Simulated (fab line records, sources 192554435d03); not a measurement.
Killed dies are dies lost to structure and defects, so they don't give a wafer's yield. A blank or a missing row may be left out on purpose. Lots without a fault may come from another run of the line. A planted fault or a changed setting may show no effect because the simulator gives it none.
fab line records | flow n5_finfet
record lots=6 wafers=18 last_day=17
route steps=1938 shown BEOL_M13@1710 BEOL_M14@1716 PASSIVATION@1936
lots that met no fault: from a run of the same line without faults
start_h: hours from the record's first day to the start of the lot's first wafer shown | wait_h: hours since the lot's step before | " the same as in the row above | L1.1+2: a row that stands for several wafers | - no value, or no start given | * or withheld: withheld | < > ~ a bound
route shown NAME@n: a module of which the file shows steps, and the number in the route of the first | usual: mean/standard deviation of fault-free wafers | same: alike in all rows | chamber/n: place in a boat | sites: the reading at each site | _std_site: their standard deviation | _edge_site: outer sites' mean less inner sites' | radius_mm: how far each site lies from the wafer's centre | mask NAME#n: copy n | behind: the tool/chamber that last shaped the wafer | hold: why the lot was held/for how many hours/how that ended | device: the transistor (n, p or np) that didn't switch | end of line: the same wafers' tests at the end of the route | a step without rows: its recipe alone | killed: dies lost to structure and defects at the first sort, not the wafer's yield | map: a wafer's dies, x killed, . not, _ none there
set.NAME: the setting as run; set.NAME@STEP: as run at that earlier step | model.NAME: the simulator's own value behind a step, which no gauge read
lots at some steps of the route; a table a step, a row a wafer
services: from which hour (start_h, from the record's first day; less than 0 if before it) a tool's chamber was out of use, for how many hours, and why
## steps
# step N5_BEOL_M13_CMP_49
# recipe stop_on=SiOC t_overpolish_s=17.1 down_force_psi=1 platen_rpm=50 clearing_platen_down_force_psi=1.5 clearing_platen_rpm=50 post_cmp_clean=cu_alkaline target_thk_nm=420 clearing_platen_pad_velocity_m_s=0.99484 pad_velocity_m_s=0.99484
# usual barrier_field_endpoint_s=30.3/0.72 motor_current_A=6.1/0.59 overpolish_run_s=17.100/0.0091
# columns lot.wafer tool chamber start_h wait_h barrier_field_endpoint_s motor_current_A overpolish_run_s
L460.4 cmp-02 0 293.84 0.2 31.5 6.3 17.104
L460.1 " 1 " " 31.9 6.9 17.103
L460.2 " 2 " " 31.4 7.1 17.101
L463.4 cmp-02 0 310.95 0.1 30.3 6.4 17.089
L463.2 " 2 " " 30.2 6.9 17.116
L463.5 " 1 " " 31.4 6.7 17.100
L469.3 cmp-01 0 351.69 0.3 30.3 6.8 17.094
L469.5 " 1 " " 30.7 6.0 17.099
L469.6 " 2 " " 31.4 6.0 17.096
L470.4 cmp-01 3 354.31 0.3 30.4 5.5 17.089
L470.5 " 1 " " 30.3 6.0 17.103
L470.6 " 2 " " 30.5 6.5 17.105
L473.1 cmp-01 3 370.39 0.3 29.8 5.5 17.101
L473.4 " 0 " " 30.1 6.7 17.100
L473.5 " 1 " " 30.3 6.0 17.088
L474.2 cmp-01 2 383.45 0.3 29.4 6.3 17.096
L474.5 " 3 " " 28.7 5.8 17.098
L474.6 " 0 " " 29.3 6.7 17.117
# step N5_BEOL_M13_THK_MEAS_50
# recipe thk_meas_gauge=xrf reads=Cu_of_BEOL_M13_ECD_47
# usual M13_THK=427/8.9
# columns lot.wafer tool chamber start_h wait_h M13_THK[nm]
L460.1 film_metro-02 - 294.10 - 432
L460.2 " - " " 434
L460.4 " - " " 425
L463.2 film_metro-02 - 311.25 - 427
L463.4 " - " " 426
L463.5 " - " " 428
L469.3 film_metro-01 - 351.87 - 409
L469.5 " - " " 412
L469.6 " - " " 430
L470.4 film_metro-02 - 354.53 - 438
L470.5 " - " " 434
L470.6 " - " " 431
L473.1 film_metro-01 - 370.61 - 440
L473.4 " - " " 423
L473.5 " - " " 432
L474.2 film_metro-01 - 383.63 - 431
L474.5 " - " " 432
L474.6 " - " " 432
# step N5_BEOL_M13_PRE_CLEAN_52
# recipe gas=NH3 time_s=15 temp_c=withheld rf_power_w=300
# step N5_BEOL_M13_DEP_53
# recipe material=SiCN target_thk_a=500 temp_c=withheld precursor=3MS/NH3 pressure_torr=3 rf_w=675 time_s=17.8
# usual rf_fwd_power_W=667/3.1 showerhead_plenum_p_Torr=4.160/0.022 throttle_valve_pct=17.8/0.51
# same time_s=17.8
# columns lot.wafer tool chamber start_h wait_h rf_fwd_power_W showerhead_plenum_p_Torr throttle_valve_pct
L460.1 pecvd-01 2 294.16 0.0 669 4.128 18.0
L460.2 " 1 " " 670 4.174 17.8
L460.4 " 2 " " 665 4.132 18.0
L463.2 pecvd-03 1 311.31 0.0 663 4.160 17.6
L463.4 " 1 " " 664 4.158 17.8
L463.5 " 2 " " 671 4.131 17.5
L469.3 pecvd-01 0 351.93 0.0 670 4.170 18.6
L469.5 " 0 " " 666 4.161 18.2
L469.6 " 2 " " 666 4.123 18.1
L470.4 pecvd-04 1 354.61 0.0 661 4.186 17.3
L470.5 " 2 " " 666 4.128 17.5
L470.6 " 0 " " 667 4.173 17.9
L473.1 pecvd-01 0 370.67 0.0 670 4.148 18.5
L473.4 " 2 " " 668 4.119 18.2
L473.5 " 1 " " 671 4.185 17.7
L474.2 pecvd-04 0 383.69 0.0 666 4.168 17.9
L474.5 " 1 " " 662 4.179 17.1
L474.6 " 0 " " 665 4.173 18.0
# step N5_BEOL_M13_RS_MEAS_54
# recipe thk_meas_gauge=four-point-probe reads=Cu_of_BEOL_M13_ECD_47+Ta_of_BEOL_M13_SPUTTER_44+TaN_of_BEOL_M13_SPUTTER_43
# usual M13_RS=0.0446/0.00089
# columns lot.wafer tool chamber start_h wait_h M13_RS[ohm/sq]
L460.1 film_metro-02 - 294.23 0.0 0.0439
L460.2 " - " " 0.0437
L460.4 " - " " 0.0447
L463.2 film_metro-01 - 311.37 0.1 0.0448
L463.4 " - " " 0.0446
L463.5 " - " " 0.0446
L469.3 film_metro-01 - 352.00 0.1 0.0464
L469.5 " - " " 0.0462
L469.6 " - " " 0.0441
L470.4 film_metro-02 - 354.66 0.0 0.0441
L470.5 " - " " 0.0441
L470.6 " - " " 0.0445
L473.1 film_metro-01 - 370.74 0.0 0.0435
L473.4 " - " " 0.0447
L473.5 " - " " 0.0441
L474.2 film_metro-02 - 383.77 0.1 0.0447
L474.5 " - " " 0.0449
L474.6 " - " " 0.0445
# step N5_BEOL_M13_INSPECT_55
# recipe inspect_instrument=darkfield mode=post_dep
# usual raw_defect_count=71/23
# columns lot.wafer tool chamber start_h wait_h raw_defect_count
L460.1 defect_inspect-02 - 294.25 0.0 77
L460.2 " - " " 72
L460.4 " - " " 57
L463.2 defect_inspect-02 - 311.40 0.0 99
L463.4 " - " " 66
L463.5 " - " " 103
L469.3 defect_inspect-02 - 352.03 0.0 42
L469.5 " - " " 55
L469.6 " - " " 61
L470.4 defect_inspect-01 - 354.68 0.0 52
L470.5 " - " " 59
L470.6 " - " " 77
L473.1 defect_inspect-01 - 370.77 0.0 33
L473.4 " - " " 52
L473.5 " - " " 29
L474.2 defect_inspect-02 - 383.80 0.0 73
L474.5 " - " " 77
L474.6 " - " " 102
# step N5_BEOL_M14_ILD_DEP_00
# recipe material=SiO2 target_thk_a=11193 temp_c=400 precursor=TEOS/O2 pressure_torr=6.5 rf_w=900 teos_flow_sccm=161.4 gas=O2 flow_sccm=2650 time_s=237.4
# usual heater_power_w=536/94 rf_fwd_power_W=898.3/2.7 showerhead_plenum_p_Torr=8.38/0.039 throttle_valve_pct=18.7/0.66
# same time_s=237.4
# columns lot.wafer tool chamber start_h wait_h heater_power_w rf_fwd_power_W showerhead_plenum_p_Torr throttle_valve_pct
L460.1 pecvd-02 2 294.29 0.0 450 899.5 8.40 17.5
L460.2 " 1 " " 618 895.3 8.41 18.9
L460.4 " 1 " " 465 896.6 8.44 19.0
L463.2 pecvd-02 2 311.44 0.0 528 898.8 8.39 17.6
L463.4 " 1 " " 621 895.0 8.41 18.9
L463.5 " 2 " " 578 898.4 8.39 17.9
L469.3 pecvd-03 0 352.06 0.0 504 897.2 8.40 19.1
L469.5 " 2 " " 562 897.1 8.35 17.8
L469.6 " 0 " " 377 897.0 8.39 18.9
L470.4 pecvd-01 2 354.80 0.1 537 898.0 8.32 18.7
L470.5 " 1 " " 590 901.3 8.36 18.3
L470.6 " 0 " " 460 904.2 8.37 19.0
L473.1 pecvd-03 0 370.80 0.0 433 903.5 8.40 18.8
L473.4 " 2 " " 507 903.1 8.33 18.0
L473.5 " 1 " " 700 897.9 8.34 18.1
L474.2 pecvd-01 2 383.84 0.0 573 893.1 8.30 18.7
L474.5 " 0 " " 512 902.1 8.35 19.1
L474.6 " 2 " " 411 891.8 8.31 18.7
# step N5_BEOL_M14_THK_MEAS_01
# recipe reads=SiO2_of_BEOL_M14_ILD_DEP_00
# usual M14_ILD_THK=1123/18
# columns lot.wafer tool chamber start_h wait_h M14_ILD_THK[nm]
L460.1 film_metro-02 - 294.48 0.1 1135
L460.2 " - " " 1132
L460.4 " - " " 1143
L463.2 film_metro-02 - 311.63 0.1 1126
L463.4 " - " " 1143
L463.5 " - " " 1132
L469.3 film_metro-02 - 352.25 0.1 1112
L469.5 " - " " 1128
L469.6 " - " " 1124
L470.4 film_metro-02 - 354.91 0.0 1136
L470.5 " - " " 1131
L470.6 " - " " 1111
L473.1 film_metro-01 - 370.99 0.1 1096
L473.4 " - " " 1133
L473.5 " - " " 1100
L474.2 film_metro-02 - 384.03 0.1 1147
L474.5 " - " " 1130
L474.6 " - " " 1147
# step N5_BEOL_M14_COAT_58
# recipe resist=BARC temp_c=205 time_s=60 spin_rpm=1500 resist_thk_nm=89
# step N5_BEOL_M14_COAT_04
# recipe spin_rpm=1704 resist_thk_nm=800
# step N5_BEOL_M14_EBR_06
# recipe solvent=PGMEA ebr_width_mm=1.5
# step N5_BEOL_M14_SOFTBAKE_05
# recipe temp_c=130 time_s=60
# step N5_BEOL_M14_EXPOSE_07
# recipe mask_id=V13 na=0.8 source_shape=annular sigma_inner=0.5 sigma_outer=0.8 polarization=unpolarized attpsm_phase_deg=180 dose_mj=57
# usual exposure_dose_mJ_cm2=56.98/0.064
# columns lot.wafer tool chamber start_h wait_h mask exposure_dose_mJ_cm2
L460.1 krf_scanner-02 0 294.61 - V13#0 57.01
L460.2 " 0 " " V13#0 57.06
L460.4 " 0 " " V13#0 57.07
L463.2 krf_scanner-01 0 311.76 - V13#0 56.89
L463.4 " 0 " " V13#0 56.90
L463.5 " 0 " " V13#0 56.87
L469.3 krf_scanner-01 0 352.52 - V13#0 55.80
L469.5 " 0 " " V13#0 55.83
L469.6 " 0 " " V13#0 55.88
L470.4 krf_scanner-01 0 355.06 - V13#0 56.15
L470.5 " 0 " " V13#0 56.02
L470.6 " 0 " " V13#0 56.03
L473.1 krf_scanner-02 0 371.25 - V13#0 57.02
L473.4 " 0 " " V13#0 57.07
L473.5 " 0 " " V13#0 56.99
L474.2 krf_scanner-02 0 384.16 - V13#0 56.87
L474.5 " 0 " " V13#0 57.09
L474.6 " 0 " " V13#0 57.05
# step N5_BEOL_M14_PEB_08
# recipe peb_temp_c=130 peb_time_s=90
# step N5_PASSIVATION_PROBE_49
# usual defect_limited_yield=91.3/1.4 killed_at_M0_to_M3=36/11 killed_at_M4_up=13/5.2 killed_at_contacts=13/6.5 killed_at_front_end=37/11 killed_at_other=3.6/2.9 killed_dies=103/17 killed_open=68/12 killed_short=33/7.3 sort_bin_4_leakage=0.01/0.039 sort_bin_5_function=5.2/0.91 sort_bin_6_memory=3.2/0.67 sort_n_pass=1077/17 sort_yield_pct=91.3/1.4
# same gross_dies=1180 killed_at_back_side=0 sort_bin_8_speed[%]=0
# columns lot.wafer tool chamber start_h wait_h defect_limited_yield[%] killed_at_M0_to_M3 killed_at_M4_up killed_at_contacts killed_at_front_end killed_at_other killed_dies killed_open killed_short sort_bin_4_leakage[%] sort_bin_5_function[%] sort_bin_6_memory[%] sort_n_pass sort_yield_pct[%]
L463.2 prober-01 - 337.51 0.1 90.4 35 8 28 36 6 113 79 32 0 5.7 3.6 1067 90.4
L463.4 prober-01 - 337.61 0.2 93.0 15 16 16 30 6 83 55 25 0 4.2 2.6 1097 93.0
L463.5 prober-01 - 337.66 0.2 94.0 20 16 19 14 2 71 51 20 0 3.7 2.1 1109 94.0
L469.3 prober-01 - 378.38 0.1 92.7 33 14 6 28 5 86 62 23 0 4.5 2.6 1094 92.7
L469.5 prober-01 - 378.48 0.2 93.1 23 11 4 38 6 82 52 30 0 4.2 2.5 1098 93.1
L469.6 prober-01 - 378.53 0.3 91.9 38 5 15 27 10 95 60 33 0 4.6 3.1 1085 91.9
L470.4 prober-01 - 383.93 0.2 91.5 32 13 19 36 0 100 72 27 0 6.2 2.0 1080 91.5
L470.5 prober-01 - 383.98 0.2 92.1 33 8 28 20 4 93 60 33 0 5.1 2.6 1087 92.1
L470.6 prober-01 - 384.03 0.3 93.4 17 14 22 24 1 78 54 24 0 4.2 2.1 1102 93.4
L474.2 prober-01 - 409.95 0.1 91.3 34 23 14 25 7 103 76 27 0 4.7 3.6 1077 91.3
L474.5 prober-01 - 410.10 0.2 90.4 59 20 6 23 5 113 80 33 0 5.7 3.6 1067 90.4
L474.6 prober-01 - 410.15 0.3 89.9 50 17 4 40 8 119 76 41 0 5.8 4.1 1061 89.9
# killed by level:class
L463.2 MOL_CONTACT_COAG:geometric_particle:open=23 BEOL_M0_SAQP:geometric_particle:open=9 STI_FIN_REVEAL:geometric_particle:open=8 BEOL_M0_SAQP:geometric_particle:short=8 BEOL_M3:geometric_particle:open=8 DUMMY_GATE:geometric_particle:open=5 MOL_CONTACT_COAG:geometric_particle:short=5 FIN_SAQP:geometric_particle:open=4
L463.4 MOL_CONTACT_COAG:geometric_particle:open=15 STI_FIN_REVEAL:geometric_particle:open=4 GATE_CUT:geometric_particle:open=4 BEOL_M3:geometric_particle:open=4 BEOL_M5:geometric_particle:open=4 MIM_TOP_ETCH:geometric_particle:open=4 FIN_SAQP:geometric_particle:open=3 GATE_CUT:geometric_particle:short=3
L463.5 MOL_CONTACT_COAG:geometric_particle:open=14 BEOL_M4:geometric_particle:open=7 BEOL_M2:geometric_particle:open=6 MOL_CONTACT_COAG:geometric_particle:short=5 BEOL_M0_SAQP:geometric_particle:short=5 BEOL_M0_SAQP:geometric_particle:open=5 STI_FIN_REVEAL:geometric_particle:open=4 DUMMY_GATE:geometric_particle:open=2
L469.3 BEOL_M1:geometric_particle:open=16 FIN_SAQP:geometric_particle:open=6 BEOL_M0_SAQP:geometric_particle:open=6 STI_FIN_REVEAL:geometric_particle:open=5 BEOL_M3:geometric_particle:open=5 STARTING-WAFER:geometric_particle:open=5 FIN_SAQP:geometric_particle:short=4 MOL_CONTACT_COAG:geometric_particle:open=4
L469.5 FIN_SAQP:geometric_particle:short=10 BEOL_M0_SAQP:geometric_particle:open=6 DUMMY_GATE:geometric_particle:open=5 BEOL_M0_SAQP:geometric_particle:short=5 BEOL_M1:geometric_particle:open=5 ILD0:geometric_particle:short=4 ILD0:geometric_particle:open=4 MOL_CONTACT_COAG:geometric_particle:open=4
L469.6 MOL_CONTACT_COAG:geometric_particle:open=13 BEOL_M0_SAQP:geometric_particle:open=9 BEOL_M0_SAQP:geometric_particle:short=9 BEOL_M1:geometric_particle:open=7 GATE_CUT:geometric_particle:short=6 BEOL_M2:geometric_particle:open=6 FIN_SAQP:geometric_particle:open=5 GATE_CUT:geometric_particle:open=5
L470.4 MOL_CONTACT_COAG:geometric_particle:open=14 FIN_SAQP:geometric_particle:open=11 STI_FIN_REVEAL:geometric_particle:open=11 BEOL_M1:geometric_particle:open=8 BEOL_M2:geometric_particle:open=7 BEOL_M0_SAQP:geometric_particle:short=5 BEOL_M0:geometric_particle:open=5 FIN_SAQP:geometric_particle:short=4
L470.5 MOL_CONTACT_COAG:geometric_particle:open=22 BEOL_M0_SAQP:geometric_particle:short=10 BEOL_M0_SAQP:geometric_particle:open=8 MOL_CONTACT_COAG:geometric_particle:short=6 BEOL_M2:geometric_particle:open=6 STARTING-WAFER:geometric_particle:open=6 FIN_SAQP:geometric_particle:short=4 BEOL_M1:geometric_particle:open=4
L470.6 MOL_CONTACT_COAG:geometric_particle:open=17 GATE_CUT:geometric_particle:short=7 MOL_CONTACT_COAG:geometric_particle:short=5 BEOL_M3:geometric_particle:open=5 FIN_SAQP:geometric_particle:open=4 STI_FIN_REVEAL:geometric_particle:open=3 STARTING-WAFER:geometric_particle:open=3 BEOL_M0_SAQP:geometric_particle:open=3
L474.2 BEOL_M4:geometric_particle:open=14 MOL_CONTACT_COAG:geometric_particle:open=12 BEOL_M0_SAQP:geometric_particle:short=8 BEOL_M0_SAQP:geometric_particle:open=8 FIN_SAQP:geometric_particle:open=7 BEOL_M3:geometric_particle:open=5 STI_FIN_REVEAL:geometric_particle:open=4 STARTING-WAFER:geometric_particle:short=4
L474.5 BEOL_M3:geometric_particle:open=20 BEOL_M0_SAQP:geometric_particle:open=16 BEOL_M0_SAQP:geometric_particle:short=9 FIN_SAQP:geometric_particle:open=8 BEOL_M4:geometric_particle:open=8 BEOL_M1:geometric_particle:open=6 BEOL_M3:geometric_particle:short=4 BEOL_M4:geometric_particle:short=4
L474.6 BEOL_M3:geometric_particle:open=15 FIN_SAQP:geometric_particle:open=12 BEOL_M0_SAQP:geometric_particle:short=12 FIN_SAQP:geometric_particle:short=9 BEOL_M4:geometric_particle:open=8 BEOL_M1:geometric_particle:open=7 BEOL_M3:geometric_particle:short=6 STI_FIN_REVEAL:geometric_particle:open=5
## services
# columns tool chamber start_h hours kind
pecvd-04 1 274.60 19.2 repair
cmp-01 - 279.23 5.3 pm
krf_scanner-01 - 281.18 1.0 pm
pecvd-03 1 283.41 2.1 scheduled_down
pecvd-02 0 285.39 2.1 scheduled_down
krf_scanner-01 - 289.88 4.0 pm
krf_scanner-02 - 304.68 12.1 repair
pecvd-04 - 312.91 0.8 repair
cmp-01 - 315.34 1.4 repair
pecvd-01 0 319.29 2.1 scheduled_down
krf_scanner-01 0 330.45 - calibration
pecvd-03 1 341.80 5.4 repair
krf_scanner-02 - 342.81 0.6 repair
cmp-01 - 348.93 0.4 repair
cmp-01 - 349.72 1.6 repair
krf_scanner-01 - 350.69 0.3 repair
cmp-01 - 355.40 3.8 repair
krf_scanner-02 - 361.06 1.0 pm
cmp-02 - 368.43 4.0 pm
cmp-02 - 372.43 - consumable_replace:conditioner
pecvd-03 1 383.66 - clean
pecvd-03 1 383.66 - consumable_replace:showerhead
pecvd-03 1 383.66 29.0 scheduled_down
pecvd-03 1 383.66 29.0 vent_cycle
## key
first_sign step=N5_BEOL_M14_EXPOSE_07 reading=exposure_dose_mJ_cm2 direction=down sigmas=16 usual=56.98 struck=55.95
effect none on later readings
met_at N5_BEOL_M14_EXPOSE_07
struck_wafers L469.3,L469.5,L469.6,L470.4,L470.5,L470.6
loop_trim step=N5_BEOL_M14_EXPOSE_07 setting=dose lots=L470
onset_between 311.76 352.52
fault kind=process_parameter_drift tool=krf_scanner-01 chamber=- onset_h=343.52 steps=N5_BEOL_M14_EXPOSE_07 channel=dose_mj offset=-1.113 shape=step acts_in=these_recipes_only stated=57
# loop_trim: a control loop set the setting to another value than it would have without faults
